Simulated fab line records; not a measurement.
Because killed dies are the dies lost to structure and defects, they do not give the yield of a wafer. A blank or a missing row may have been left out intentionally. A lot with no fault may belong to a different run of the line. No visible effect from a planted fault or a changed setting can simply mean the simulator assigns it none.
fab line records :: flow nand_harc
record:
  lots: 5
  wafers: 15
  last_day: 32
route steps=1302 shown A_DECK1_JOINT@541 A_ONON_D2@545 END@1302
lots with no fault: from the same line, run without faults
start_h: hours from the record's opening day to when the first of the lot's shown wafers began :: wait_h: hours from the lot's prior step to this one :: " identical to the entry in the row above :: L1.1+2: a row that stands for several wafers :: - no value, or no start was given :: * or withheld: withheld :: < > ~ a bound
route shown NAME@n: NAME is a module with steps in the file, n the number in the route of the first one :: usual: mean and standard deviation over wafers with no fault :: same: alike in all rows :: chamber/n: place in a boat :: sites: per-site readings :: _std_site: standard deviation across them :: _edge_site: outer sites' mean less inner sites' :: radius_mm: how far each site lies from the wafer's centre :: mask NAME#n: copy n :: behind: the tool/chamber that last shaped the wafer :: hold: why the lot was held/for how many hours/how that ended :: device: the n, p or np transistor that did not switch :: end of line: tests of these same wafers at the route's end :: step lacking rows: just its recipe :: killed: not the wafer's yield, but the dies lost to structure and defects at the first sort :: map: the dies of a wafer, with x for killed, . for not killed, _ for no die there
set.NAME: the run value of the setting; set.NAME@STEP: its run value at that earlier step :: model.NAME: the simulator's own value behind a step, which no gauge read
lots seen at some steps along the route; tables by step, rows by wafer
services: the hour from which a tool's chamber was out of use, counted from the record's first day as start_h (under 0 if before that day), plus the number of hours and why
== steps ==
step: NHARC_A_DECK1_JOINT_SRD_15
step: NHARC_A_DECK1_JOINT_DEP_16
recipe:
  target_thk_a: 450
  temp_c: 400
  pressure_torr: 6.5
  rf_w: 900
  teos_flow_sccm: 161.4
  flow_sccm: 2650
  target_thk_nm: 45
  gas: O2
  material: SiO2
usual:
  heater_power_w: 602/110
  throttle_valve_pct: 15.8/0.49
lot.wafer: L801.2
tool: pecvd-03
chamber: 2
start_h: 279.16
wait_h: 0.1
heater_power_w: 499
throttle_valve_pct: 15.7

lot.wafer: L801.5
tool: pecvd-03
chamber: 2
start_h: 279.16
wait_h: 0.1
heater_power_w: 500
throttle_valve_pct: 15.9

lot.wafer: L801.6
tool: pecvd-03
chamber: 0
start_h: 279.16
wait_h: 0.1
heater_power_w: 647
throttle_valve_pct: 16.2

lot.wafer: L810.1
tool: pecvd-04
chamber: 1
start_h: 371.45
wait_h: 0.1
heater_power_w: 511
throttle_valve_pct: 16.2

lot.wafer: L810.5
tool: pecvd-04
chamber: 1
start_h: 371.45
wait_h: 0.1
heater_power_w: 498
throttle_valve_pct: 16.0

lot.wafer: L810.4
tool: pecvd-04
chamber: 2
start_h: 371.45
wait_h: 0.1
heater_power_w: 817
throttle_valve_pct: 15.8

lot.wafer: L814.1
tool: pecvd-02
chamber: 1
start_h: 423.61
wait_h: 0.1
heater_power_w: 592
throttle_valve_pct: 16.0

lot.wafer: L814.2
tool: pecvd-02
chamber: 2
start_h: 423.61
wait_h: 0.1
heater_power_w: 616
throttle_valve_pct: 15.2

lot.wafer: L814.5
tool: pecvd-02
chamber: 0
start_h: 423.61
wait_h: 0.1
heater_power_w: 748
throttle_valve_pct: 16.7

lot.wafer: L816.1
tool: pecvd-02
chamber: 1
start_h: 434.23
wait_h: 0.1
heater_power_w: 539
throttle_valve_pct: 15.8

lot.wafer: L816.4
tool: pecvd-02
chamber: 1
start_h: 434.23
wait_h: 0.1
heater_power_w: 538
throttle_valve_pct: 15.9

lot.wafer: L816.5
tool: pecvd-02
chamber: 2
start_h: 434.23
wait_h: 0.1
heater_power_w: 612
throttle_valve_pct: 15.3

lot.wafer: L822.2
tool: pecvd-04
chamber: 0
start_h: 489.62
wait_h: 0.1
heater_power_w: 499
throttle_valve_pct: 15.0

lot.wafer: L822.3
tool: pecvd-04
chamber: 2
start_h: 489.62
wait_h: 0.1
heater_power_w: 764
throttle_valve_pct: 15.6

lot.wafer: L822.6
tool: pecvd-04
chamber: 1
start_h: 489.62
wait_h: 0.1
heater_power_w: 570
throttle_valve_pct: 16.1
step: NHARC_A_DECK1_JOINT_THK_MEAS_17
recipe:
  thk_meas_gauge: ellipsometry
usual:
  thk_nm: 44.7/1.2
lot.wafer: L801.2
tool: film_metro-02
chamber: -
start_h: 279.41
wait_h: 0.2
thk_nm: 42.9

lot.wafer: L801.5
tool: film_metro-02
chamber: -
start_h: 279.41
wait_h: 0.2
thk_nm: 44.9

lot.wafer: L801.6
tool: film_metro-02
chamber: -
start_h: 279.41
wait_h: 0.2
thk_nm: 45.2

lot.wafer: L810.1
tool: film_metro-02
chamber: -
start_h: 371.74
wait_h: 0.3
thk_nm: 44.0

lot.wafer: L810.4
tool: film_metro-02
chamber: -
start_h: 371.74
wait_h: 0.3
thk_nm: 46.9

lot.wafer: L810.5
tool: film_metro-02
chamber: -
start_h: 371.74
wait_h: 0.3
thk_nm: 44.8

lot.wafer: L814.1
tool: film_metro-01
chamber: -
start_h: 423.88
wait_h: 0.2
thk_nm: 44.1

lot.wafer: L814.2
tool: film_metro-01
chamber: -
start_h: 423.88
wait_h: 0.2
thk_nm: 44.1

lot.wafer: L814.5
tool: film_metro-01
chamber: -
start_h: 423.88
wait_h: 0.2
thk_nm: 44.7

lot.wafer: L816.1
tool: film_metro-01
chamber: -
start_h: 434.49
wait_h: 0.2
thk_nm: 43.8

lot.wafer: L816.4
tool: film_metro-01
chamber: -
start_h: 434.49
wait_h: 0.2
thk_nm: 45.5

lot.wafer: L816.5
tool: film_metro-01
chamber: -
start_h: 434.49
wait_h: 0.2
thk_nm: 44.4

lot.wafer: L822.2
tool: film_metro-02
chamber: -
start_h: 489.90
wait_h: 0.3
thk_nm: 46.7

lot.wafer: L822.3
tool: film_metro-02
chamber: -
start_h: 489.90
wait_h: 0.3
thk_nm: 43.8

lot.wafer: L822.6
tool: film_metro-02
chamber: -
start_h: 489.90
wait_h: 0.3
thk_nm: 46.2
step: NHARC_A_DECK1_JOINT_INSPECT_05
usual:
  raw_defect_count: 299/100
lot.wafer: L801.2
tool: defect_inspect-01
chamber: -
start_h: 279.45
wait_h: 0.0
raw_defect_count: 351

lot.wafer: L801.5
tool: defect_inspect-01
chamber: -
start_h: 279.45
wait_h: 0.0
raw_defect_count: 480

lot.wafer: L801.6
tool: defect_inspect-01
chamber: -
start_h: 279.45
wait_h: 0.0
raw_defect_count: 199

lot.wafer: L810.1
tool: defect_inspect-01
chamber: -
start_h: 371.77
wait_h: 0.0
raw_defect_count: 367

lot.wafer: L810.4
tool: defect_inspect-01
chamber: -
start_h: 371.77
wait_h: 0.0
raw_defect_count: 349

lot.wafer: L810.5
tool: defect_inspect-01
chamber: -
start_h: 371.77
wait_h: 0.0
raw_defect_count: 211

lot.wafer: L814.1
tool: defect_inspect-02
chamber: -
start_h: 423.92
wait_h: 0.0
raw_defect_count: 285

lot.wafer: L814.2
tool: defect_inspect-02
chamber: -
start_h: 423.92
wait_h: 0.0
raw_defect_count: 467

lot.wafer: L814.5
tool: defect_inspect-02
chamber: -
start_h: 423.92
wait_h: 0.0
raw_defect_count: 283

lot.wafer: L816.1
tool: defect_inspect-01
chamber: -
start_h: 434.52
wait_h: 0.0
raw_defect_count: 186

lot.wafer: L816.4
tool: defect_inspect-01
chamber: -
start_h: 434.52
wait_h: 0.0
raw_defect_count: 376

lot.wafer: L816.5
tool: defect_inspect-01
chamber: -
start_h: 434.52
wait_h: 0.0
raw_defect_count: 344

lot.wafer: L822.2
tool: defect_inspect-02
chamber: -
start_h: 489.94
wait_h: 0.0
raw_defect_count: 191

lot.wafer: L822.3
tool: defect_inspect-02
chamber: -
start_h: 489.94
wait_h: 0.0
raw_defect_count: 513

lot.wafer: L822.6
tool: defect_inspect-02
chamber: -
start_h: 489.94
wait_h: 0.0
raw_defect_count: 219
step: NHARC_A_ONON_D2_DEP_00
recipe:
  target_thk_a: 10000
  n2_flow_sccm: 2750
  n2o_flow_sccm: 2000
  nh3_flow_sccm: 500
  sih4_flow_sccm: 210
  temp_c: 400
step: NHARC_A_ONON_D2_THK_MEAS_02
recipe:
  thk_meas_gauge: ellipsometry
usual:
  thk_nm: 997/9.7
lot.wafer: L801.2
tool: film_metro-02
chamber: -
start_h: 280.03
wait_h: -
thk_nm: 1007

lot.wafer: L801.5
tool: film_metro-02
chamber: -
start_h: 280.03
wait_h: -
thk_nm: 1007

lot.wafer: L801.6
tool: film_metro-02
chamber: -
start_h: 280.03
wait_h: -
thk_nm: 1007

lot.wafer: L810.1
tool: film_metro-01
chamber: -
start_h: 372.34
wait_h: -
thk_nm: 1002

lot.wafer: L810.4
tool: film_metro-01
chamber: -
start_h: 372.34
wait_h: -
thk_nm: 1003

lot.wafer: L810.5
tool: film_metro-01
chamber: -
start_h: 372.34
wait_h: -
thk_nm: 1004

lot.wafer: L814.1
tool: film_metro-02
chamber: -
start_h: 424.50
wait_h: -
thk_nm: 1002

lot.wafer: L814.2
tool: film_metro-02
chamber: -
start_h: 424.50
wait_h: -
thk_nm: 999

lot.wafer: L814.5
tool: film_metro-02
chamber: -
start_h: 424.50
wait_h: -
thk_nm: 1000

lot.wafer: L816.1
tool: film_metro-02
chamber: -
start_h: 435.09
wait_h: -
thk_nm: 1002

lot.wafer: L816.4
tool: film_metro-02
chamber: -
start_h: 435.09
wait_h: -
thk_nm: 1003

lot.wafer: L816.5
tool: film_metro-02
chamber: -
start_h: 435.09
wait_h: -
thk_nm: 1003

lot.wafer: L822.2
tool: film_metro-01
chamber: -
start_h: 490.52
wait_h: -
thk_nm: 992

lot.wafer: L822.3
tool: film_metro-01
chamber: -
start_h: 490.52
wait_h: -
thk_nm: 992

lot.wafer: L822.6
tool: film_metro-01
chamber: -
start_h: 490.52
wait_h: -
thk_nm: 991
step: NHARC_A_ONON_D2_DEP_03
recipe:
  target_thk_a: 10000
  n2_flow_sccm: 2750
  n2o_flow_sccm: 2000
  nh3_flow_sccm: 500
  sih4_flow_sccm: 210
  temp_c: 400
step: NHARC_A_ONON_D2_THK_MEAS_05
recipe:
  thk_meas_gauge: ellipsometry
usual:
  thk_nm: 1001/12
lot.wafer: L801.2
tool: film_metro-02
chamber: -
start_h: 280.60
wait_h: -
thk_nm: 987

lot.wafer: L801.5
tool: film_metro-02
chamber: -
start_h: 280.60
wait_h: -
thk_nm: 985

lot.wafer: L801.6
tool: film_metro-02
chamber: -
start_h: 280.60
wait_h: -
thk_nm: 988

lot.wafer: L810.1
tool: film_metro-01
chamber: -
start_h: 372.91
wait_h: -
thk_nm: 1016

lot.wafer: L810.4
tool: film_metro-01
chamber: -
start_h: 372.91
wait_h: -
thk_nm: 1017

lot.wafer: L810.5
tool: film_metro-01
chamber: -
start_h: 372.91
wait_h: -
thk_nm: 1015

lot.wafer: L814.1
tool: film_metro-02
chamber: -
start_h: 425.07
wait_h: -
thk_nm: 1003

lot.wafer: L814.2
tool: film_metro-02
chamber: -
start_h: 425.07
wait_h: -
thk_nm: 1006

lot.wafer: L814.5
tool: film_metro-02
chamber: -
start_h: 425.07
wait_h: -
thk_nm: 1005

lot.wafer: L816.1
tool: film_metro-01
chamber: -
start_h: 435.67
wait_h: -
thk_nm: 1008

lot.wafer: L816.4
tool: film_metro-01
chamber: -
start_h: 435.67
wait_h: -
thk_nm: 1009

lot.wafer: L816.5
tool: film_metro-01
chamber: -
start_h: 435.67
wait_h: -
thk_nm: 1009

lot.wafer: L822.2
tool: film_metro-02
chamber: -
start_h: 491.08
wait_h: -
thk_nm: 992

lot.wafer: L822.3
tool: film_metro-02
chamber: -
start_h: 491.08
wait_h: -
thk_nm: 990

lot.wafer: L822.6
tool: film_metro-02
chamber: -
start_h: 491.08
wait_h: -
thk_nm: 992
step: NHARC_A_ONON_D2_DEP_06
recipe:
  target_thk_a: 10000
  n2_flow_sccm: 2750
  n2o_flow_sccm: 2000
  nh3_flow_sccm: 500
  sih4_flow_sccm: 210
  temp_c: 400
step: NHARC_A_ONON_D2_THK_MEAS_08
recipe:
  thk_meas_gauge: ellipsometry
usual:
  thk_nm: 1002/9.6
lot.wafer: L801.2
tool: film_metro-01
chamber: -
start_h: 281.16
wait_h: -
thk_nm: 984

lot.wafer: L801.5
tool: film_metro-01
chamber: -
start_h: 281.16
wait_h: -
thk_nm: 983

lot.wafer: L801.6
tool: film_metro-01
chamber: -
start_h: 281.16
wait_h: -
thk_nm: 980

lot.wafer: L810.1
tool: film_metro-01
chamber: -
start_h: 373.47
wait_h: -
thk_nm: 1001

lot.wafer: L810.4
tool: film_metro-01
chamber: -
start_h: 373.47
wait_h: -
thk_nm: 1001

lot.wafer: L810.5
tool: film_metro-01
chamber: -
start_h: 373.47
wait_h: -
thk_nm: 1001

lot.wafer: L814.1
tool: film_metro-02
chamber: -
start_h: 425.63
wait_h: -
thk_nm: 991

lot.wafer: L814.2
tool: film_metro-02
chamber: -
start_h: 425.63
wait_h: -
thk_nm: 994

lot.wafer: L814.5
tool: film_metro-02
chamber: -
start_h: 425.63
wait_h: -
thk_nm: 991

lot.wafer: L816.1
tool: film_metro-02
chamber: -
start_h: 436.24
wait_h: -
thk_nm: 1009

lot.wafer: L816.4
tool: film_metro-02
chamber: -
start_h: 436.24
wait_h: -
thk_nm: 1009

lot.wafer: L816.5
tool: film_metro-02
chamber: -
start_h: 436.24
wait_h: -
thk_nm: 1007

lot.wafer: L822.2
tool: film_metro-02
chamber: -
start_h: 491.65
wait_h: -
thk_nm: 1006

lot.wafer: L822.3
tool: film_metro-02
chamber: -
start_h: 491.65
wait_h: -
thk_nm: 1006

lot.wafer: L822.6
tool: film_metro-02
chamber: -
start_h: 491.65
wait_h: -
thk_nm: 1005
step: NHARC_A_ONON_D2_DEP_09
recipe:
  target_thk_a: 10000
  n2_flow_sccm: 2750
  n2o_flow_sccm: 2000
  nh3_flow_sccm: 500
  sih4_flow_sccm: 210
  temp_c: 400
step: NHARC_A_ONON_D2_THK_MEAS_11
recipe:
  thk_meas_gauge: ellipsometry
usual:
  thk_nm: 998/11
lot.wafer: L801.2
tool: film_metro-01
chamber: -
start_h: 281.73
wait_h: -
thk_nm: 1006

lot.wafer: L801.5
tool: film_metro-01
chamber: -
start_h: 281.73
wait_h: -
thk_nm: 1006

lot.wafer: L801.6
tool: film_metro-01
chamber: -
start_h: 281.73
wait_h: -
thk_nm: 1007

lot.wafer: L810.1
tool: film_metro-01
chamber: -
start_h: 374.04
wait_h: -
thk_nm: 1002

lot.wafer: L810.4
tool: film_metro-01
chamber: -
start_h: 374.04
wait_h: -
thk_nm: 1003

lot.wafer: L810.5
tool: film_metro-01
chamber: -
start_h: 374.04
wait_h: -
thk_nm: 1005

lot.wafer: L814.1
tool: film_metro-02
chamber: -
start_h: 426.20
wait_h: -
thk_nm: 1012

lot.wafer: L814.2
tool: film_metro-02
chamber: -
start_h: 426.20
wait_h: -
thk_nm: 1013

lot.wafer: L814.5
tool: film_metro-02
chamber: -
start_h: 426.20
wait_h: -
thk_nm: 1012

lot.wafer: L816.1
tool: film_metro-01
chamber: -
start_h: 436.81
wait_h: -
thk_nm: 1014

lot.wafer: L816.4
tool: film_metro-01
chamber: -
start_h: 436.81
wait_h: -
thk_nm: 1013

lot.wafer: L816.5
tool: film_metro-01
chamber: -
start_h: 436.81
wait_h: -
thk_nm: 1013

lot.wafer: L822.2
tool: film_metro-02
chamber: -
start_h: 492.21
wait_h: -
thk_nm: 986

lot.wafer: L822.3
tool: film_metro-02
chamber: -
start_h: 492.21
wait_h: -
thk_nm: 986

lot.wafer: L822.6
tool: film_metro-02
chamber: -
start_h: 492.21
wait_h: -
thk_nm: 985
step: NHARC_A_ONON_D2_DEP_12
recipe:
  target_thk_a: 10000
  n2_flow_sccm: 2750
  n2o_flow_sccm: 2000
  nh3_flow_sccm: 500
  sih4_flow_sccm: 210
  temp_c: 400
lot.wafer: L801.2+5+6
tool: pecvd_onon-04
chamber: 0
start_h: 281.84
wait_h: 0.1

lot.wafer: L810.1+4+5
tool: pecvd_onon-01
chamber: 0
start_h: 374.10
wait_h: 0.1

lot.wafer: L814.1+2+5
tool: pecvd_onon-02
chamber: 0
start_h: 426.26
wait_h: 0.1

lot.wafer: L816.1+4+5
tool: pecvd_onon-01
chamber: 0
start_h: 436.87
wait_h: 0.1

lot.wafer: L822.2+3+6
tool: pecvd_onon-02
chamber: 0
start_h: 492.32
wait_h: 0.1
step: NHARC_A_ONON_D2_THK_MEAS_14
recipe:
  thk_meas_gauge: ellipsometry
usual:
  thk_nm: 1001/11
lot.wafer: L801.2
tool: film_metro-01
chamber: -
start_h: 282.30
wait_h: -
thk_nm: 989

lot.wafer: L801.5
tool: film_metro-01
chamber: -
start_h: 282.30
wait_h: -
thk_nm: 990

lot.wafer: L801.6
tool: film_metro-01
chamber: -
start_h: 282.30
wait_h: -
thk_nm: 991

lot.wafer: L810.1
tool: film_metro-01
chamber: -
start_h: 374.62
wait_h: -
thk_nm: 1004

lot.wafer: L810.4
tool: film_metro-01
chamber: -
start_h: 374.62
wait_h: -
thk_nm: 1003

lot.wafer: L810.5
tool: film_metro-01
chamber: -
start_h: 374.62
wait_h: -
thk_nm: 1003

lot.wafer: L814.1
tool: film_metro-01
chamber: -
start_h: 426.77
wait_h: -
thk_nm: 984

lot.wafer: L814.2
tool: film_metro-01
chamber: -
start_h: 426.77
wait_h: -
thk_nm: 984

lot.wafer: L814.5
tool: film_metro-01
chamber: -
start_h: 426.77
wait_h: -
thk_nm: 984

lot.wafer: L816.1
tool: film_metro-01
chamber: -
start_h: 437.38
wait_h: -
thk_nm: 997

lot.wafer: L816.4
tool: film_metro-01
chamber: -
start_h: 437.38
wait_h: -
thk_nm: 996

lot.wafer: L816.5
tool: film_metro-01
chamber: -
start_h: 437.38
wait_h: -
thk_nm: 1543

lot.wafer: L822.2
tool: film_metro-01
chamber: -
start_h: 492.77
wait_h: -
thk_nm: 1013

lot.wafer: L822.3
tool: film_metro-01
chamber: -
start_h: 492.77
wait_h: -
thk_nm: 1011

lot.wafer: L822.6
tool: film_metro-01
chamber: -
start_h: 492.77
wait_h: -
thk_nm: 1013
step: NHARC_A_ONON_D2_ANNEAL_15
recipe:
  temp_c: 750
  time_s: 3600
step: NHARC_END_SORT_01
recipe:
  temp_c: 25
usual:
  killed_at_array: 56/19
  killed_at_other: 1.0/1.3
  killed_at_periphery: 3.8/2.2
  killed_dies: 61/19
  killed_open: 3.1/1.9
  killed_short: 2.3/1.5
same:
  gross_dies: 677
lot.wafer: L810.1
tool: prober-01
chamber: 0
start_h: 648.37
wait_h: 2.5
killed_at_array: 42
killed_at_other: 1
killed_at_periphery: 0
killed_dies: 43
killed_open: 1
killed_short: 3

lot.wafer: L810.4
tool: prober-01
chamber: 0
start_h: 650.76
wait_h: 3.4
killed_at_array: 58
killed_at_other: 2
killed_at_periphery: 1
killed_dies: 61
killed_open: 3
killed_short: 2

lot.wafer: L810.5
tool: prober-01
chamber: 0
start_h: 651.56
wait_h: 3.7
killed_at_array: 65
killed_at_other: 1
killed_at_periphery: 2
killed_dies: 68
killed_open: 1
killed_short: 1

lot.wafer: L814.5
tool: prober-01
chamber: 0
start_h: 707.52
wait_h: 3.7
killed_at_array: 51
killed_at_other: 3
killed_at_periphery: 2
killed_dies: 56
killed_open: 2
killed_short: 3

lot.wafer: L816.5
tool: prober-02
chamber: 0
start_h: 738.22
wait_h: 3.7
killed_at_array: 673
killed_at_other: 0
killed_at_periphery: 4
killed_dies: 677
killed_open: 0
killed_short: 3
killed by level:class
L810.1 A_SLIT:chamber_film_flake=20 A_CHANNEL_HOLE_D2:chamber_film_flake=6 A_STAIRCASE:chamber_film_flake=5 A_CHANNEL_FILL_D1:geometric_particle:short=2 A_CHANNEL_HOLE_D1:chamber_film_flake=2 A_DECK1_JOINT:chamber_film_flake=2 A_BLC:chamber_film_flake=2 A_CHANNEL_HOLE_D1:geometric_particle:short=1
L810.4 A_SLIT:chamber_film_flake=21 A_CHANNEL_HOLE_D2:chamber_film_flake=10 A_CONTACT:chamber_film_flake=9 A_CHANNEL_HOLE_D1:chamber_film_flake=6 A_STAIRCASE:chamber_film_flake=5 THIN_TSV:chamber_film_flake=2 P_CONTACT:geometric_particle:open=1 A_CHANNEL_FILL_D1:geometric_particle:open=1
L810.5 A_SLIT:chamber_film_flake=27 A_CHANNEL_HOLE_D2:chamber_film_flake=12 A_BLC:chamber_film_flake=8 A_STAIRCASE:chamber_film_flake=7 A_CONTACT:chamber_film_flake=6 A_CHANNEL_HOLE_D1:chamber_film_flake=4 P_GATE:geometric_particle:short=1 A_ONON_D1:geometric_particle:open=1
L814.5 A_CHANNEL_HOLE_D1:chamber_film_flake=29 A_CONTACT:chamber_film_flake=9 THIN_TSV:chamber_film_flake=3 A_DECK1_JOINT:geometric_particle:open=2 A_STAIRCASE:chamber_film_flake=2 A_SLIT:chamber_film_flake=2 A_BONDPAD:chamber_film_flake=2 P_CONTACT:geometric_particle:short=1
L816.5 A_ONON_D2:area_dep=604 A_SLIT:chamber_film_flake=27 A_CHANNEL_HOLE_D1:chamber_film_flake=26 A_STAIRCASE:chamber_film_flake=8 A_CONTACT:chamber_film_flake=4 P_GATE:chamber_film_flake=2 P_CONTACT:geometric_particle:short=1 A_ONON_D2:geometric_particle:short=1
map L816.5 (x killed, . not)
____________x____________
_________xxxxxxx_________
_______xxxxxxxxxxx_______
______xxxxxxxxxxxxx______
_____xxxxxxxxxxxxxxx_____
____xxxxxxxxxxxxxxxxx____
____xxxxxxxxxxxxxxxxx____
___xxxxxxxxxxxxxxxxxxx___
___xxxxxxxxxxxxxxxxxxx___
__xxxxxxxxxxxxxxxxxxxxx__
__xxxxxxxxxxxxxxxxxxxxx__
_xxxxxxxxxxxxxxxxxxxxxxx_
_xxxxxxxxxxxxxxxxxxxxxxx_
_xxxxxxxxxxxxxxxxxxxxxxx_
_xxxxxxxxxxxxxxxxxxxxxxx_
_xxxxxxxxxxxxxxxxxxxxxxx_
xxxxxxxxxxxxxxxxxxxxxxxxx
xxxxxxxxxxxxxxxxxxxxxxxxx
xxxxxxxxxxxxxxxxxxxxxxxxx
xxxxxxxxxxxxxxxxxxxxxxxxx
xxxxxxxxxxxxxxxxxxxxxxxxx
_xxxxxxxxxxxxxxxxxxxxxxx_
_xxxxxxxxxxxxxxxxxxxxxxx_
_xxxxxxxxxxxxxxxxxxxxxxx_
_xxxxxxxxxxxxxxxxxxxxxxx_
_xxxxxxxxxxxxxxxxxxxxxxx_
__xxxxxxxxxxxxxxxxxxxxx__
__xxxxxxxxxxxxxxxxxxxxx__
___xxxxxxxxxxxxxxxxxxx___
___xxxxxxxxxxxxxxxxxxx___
____xxxxxxxxxxxxxxxxx____
____xxxxxxxxxxxxxxxxx____
_____xxxxxxxxxxxxxxx_____
______xxxxxxxxxxxxx______
_______xxxxxxxxxxx_______
_________xxxxxxx_________
____________x____________
map L810.5 (x killed, . not)
____________.____________
_________......._________
_______..........._______
______.............______
_____..............._____
____.................____
____.................____
___............x.x....___
___...............x...___
__............x........__
__...xx....x.x....x....__
_.........x.....x......._
_.........xx..xx..x....._
_.........x.x.xxx...x..._
_..x.........xxx........_
_..x.....x..xxxx.x.x...._
.............x.xx..x.....
.x.......x..xxxxxxx......
..........x.xxxxxx.......
............xxxxxx.......
.............x..x........
_.............x........._
_......................._
_...x.............x....._
_..................x...._
_..........x............_
__.....................__
__...........x.........__
___...................___
___...................___
____.................____
____.................____
_____..............._____
______.............______
_______..........._______
_________......._________
____________.____________
== services ==
tool: pecvd_onon-01
chamber: -
start_h: 269.08
hours: 13.0
kind: pm

tool: pecvd-04
chamber: -
start_h: 269.13
hours: 13.0
kind: pm

tool: pecvd-04
chamber: 0
start_h: 269.13
hours: 13.0
kind: vent_cycle

tool: pecvd-04
chamber: 1
start_h: 269.13
hours: 13.0
kind: vent_cycle

tool: pecvd-04
chamber: 2
start_h: 269.13
hours: 13.0
kind: vent_cycle

tool: pecvd-04
chamber: 0
start_h: 282.13
hours: -
kind: clean

tool: pecvd-04
chamber: 1
start_h: 282.13
hours: -
kind: clean

tool: pecvd-04
chamber: 2
start_h: 282.13
hours: -
kind: clean

tool: pecvd_onon-04
chamber: -
start_h: 311.46
hours: 13.0
kind: pm

tool: pecvd-04
chamber: 1
start_h: 324.70
hours: 4.3
kind: repair

tool: pecvd-03
chamber: -
start_h: 366.00
hours: 13.0
kind: pm

tool: pecvd_onon-02
chamber: -
start_h: 366.09
hours: 13.0
kind: pm

tool: pecvd-02
chamber: 1
start_h: 373.79
hours: 25.4
kind: repair

tool: pecvd-02
chamber: -
start_h: 408.25
hours: 13.0
kind: pm

tool: pecvd-02
chamber: 0
start_h: 408.25
hours: 13.0
kind: vent_cycle

tool: pecvd-04
chamber: -
start_h: 415.79
hours: 1.6
kind: repair

tool: pecvd_onon-04
chamber: -
start_h: 421.60
hours: 2.2
kind: repair

tool: pecvd-04
chamber: -
start_h: 427.96
hours: 0.3
kind: repair

tool: pecvd-02
chamber: 0
start_h: 440.25
hours: 12.8
kind: repair

tool: pecvd_onon-01
chamber: -
start_h: 450.08
hours: 13.0
kind: pm

tool: pecvd-04
chamber: -
start_h: 450.40
hours: 13.0
kind: pm

tool: pecvd_onon-04
chamber: -
start_h: 464.98
hours: 2.6
kind: repair

tool: pecvd-03
chamber: 2
start_h: 483.37
hours: 145.3
kind: repair

tool: pecvd_onon-04
chamber: -
start_h: 492.46
hours: 13.0
kind: pm
== key ==
first_sign:
  step: NHARC_A_ONON_D2_THK_MEAS_14
  reading: thk_nm
  direction: up
  sigmas: 51
  usual: 1001
  struck: 1543
effect:
  step: NHARC_END_SORT_01
  reading: killed_at_array
  direction: up
  sigmas: 33
  usual: 56
  struck: 673
more_kills_born_at:
  NHARC_A_ONON_D2_DEP_12@pecvd_onon-01: 604
met_at NHARC_A_ONON_D2_DEP_12
struck_wafers L816.5
later_rows_left_out L816.5
tester_left_out L816
onset_between 374.10 436.87
fault:
  kind: process_parameter_drift
  tool: pecvd_onon-01
  chamber: -
  onset_h: 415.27
  steps: NHARC_A_ONON_D2_DEP_12
  channel: target_thk_a
  offset: *
  shape: step
  end_h: 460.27
  scope: struck_wafers_only
  acts_in: *
  stated: *
tester_left_out: of these lots the tester's yield and bins aren't shown, on N5 and GAA mostly nor the transistor test; their killed dies are dies lost to structure and defects alone, not to doping, threshold or leakage, so they don't give the yield
later_rows_left_out: the simulator's readings of these wafers behind a module that went badly wrong aren't trusted and aren't shown, but for the sort
